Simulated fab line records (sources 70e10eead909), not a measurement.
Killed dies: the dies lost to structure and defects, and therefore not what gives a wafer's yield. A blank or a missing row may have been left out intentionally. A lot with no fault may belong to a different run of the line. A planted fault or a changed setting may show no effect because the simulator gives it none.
Shared-tool check || flow nand harc || 2 lots, 4 wafers sampled

WHY THIS WAS OPENED
At NHARC_END_SORT_01 the reading killed at array is flagged on 2 of 2 lots. Fault-free wafers read 28, with a standard deviation of 8.6.
Rule: a lot gets a flag if all its wafers with a number sit over 4 standard deviations from that mean, or if no wafer of it has a number. The rest of the lots are taken to be sound.

{"lot": "L752", "measured": "day 21 13:43", "on": "prober-01", "killed at array, wafer by wafer": "677 674 675", "flag": "FLAGGED"}
{"lot": "L755", "measured": "day 23 06:03", "on": "prober-02", "killed at array, wafer by wafer": 676, "flag": "FLAGGED"}
On average the flagged lots' numbers are 676, which is +648 against the usual, or +75 standard deviations.

EACH LOT AND THE TOOL IT RAN ON
The record holds 2 process steps before the reading, out of a route of 1159 steps. Cell contents, in order: the tool; ch with the chambers the sampled wafers went through; the start.
{"lot": "L752", "flag": "FLAGGED", "NHARC_A_ZERO_WELL_RTA_16": "rtp anneal-02 ch 0, day 8 19:48", "NHARC_A_CHANNEL_HOLE_D1_DEP_00": "acl dep-02 ch 0, day 10 09:39 and acl dep-01 ch 0, day 10 12:13"}
{"lot": "L755", "flag": "FLAGGED", "NHARC_A_ZERO_WELL_RTA_16": "rtp anneal-01 ch 0, day 9 22:05", "NHARC_A_CHANNEL_HOLE_D1_DEP_00": "acl dep-03 ch 0, day 11 14:33"}
These steps, and what they do:
- NHARC_A_ZERO_WELL_RTA_16: time 10 s.
- NHARC_A_CHANNEL_HOLE_D1_DEP_00: deposits aC, target thk 3100 nm.
- NHARC_END_SORT_01

FLAGGED AGAINST TOTAL, ONE TOOL AT A TIME (gauges that did the reading follow at the end)
{"step": "NHARC_A_ZERO_WELL_RTA_16", "tool": "rtp anneal-01", "lots run": 1, "flagged": 1, "share of the flagged lots": "some", "sound lots run after its first flagged lot": 0}
{"step": "NHARC_A_ZERO_WELL_RTA_16", "tool": "rtp anneal-02", "lots run": 1, "flagged": 1, "share of the flagged lots": "some", "sound lots run after its first flagged lot": 0}
{"step": "NHARC_A_CHANNEL_HOLE_D1_DEP_00", "tool": "acl dep-01", "lots run": 1, "flagged": 1, "share of the flagged lots": "some", "sound lots run after its first flagged lot": 0}
{"step": "NHARC_A_CHANNEL_HOLE_D1_DEP_00", "tool": "acl dep-02", "lots run": 1, "flagged": 1, "share of the flagged lots": "some", "sound lots run after its first flagged lot": 0}
{"step": "NHARC_A_CHANNEL_HOLE_D1_DEP_00", "tool": "acl dep-03", "lots run": 1, "flagged": 1, "share of the flagged lots": "some", "sound lots run after its first flagged lot": 0}
{"step": "NHARC_END_SORT_01", "tool": "prober-01", "lots run": 1, "flagged": 1, "share of the flagged lots": "some", "sound lots run after its first flagged lot": 0}
{"step": "NHARC_END_SORT_01", "tool": "prober-02", "lots run": 1, "flagged": 1, "share of the flagged lots": "some", "sound lots run after its first flagged lot": 0}

WHAT THE TABLE ALLOWS
No row of the table ran every flagged lot.

WHAT THE SIMULATOR HAD PUT IN
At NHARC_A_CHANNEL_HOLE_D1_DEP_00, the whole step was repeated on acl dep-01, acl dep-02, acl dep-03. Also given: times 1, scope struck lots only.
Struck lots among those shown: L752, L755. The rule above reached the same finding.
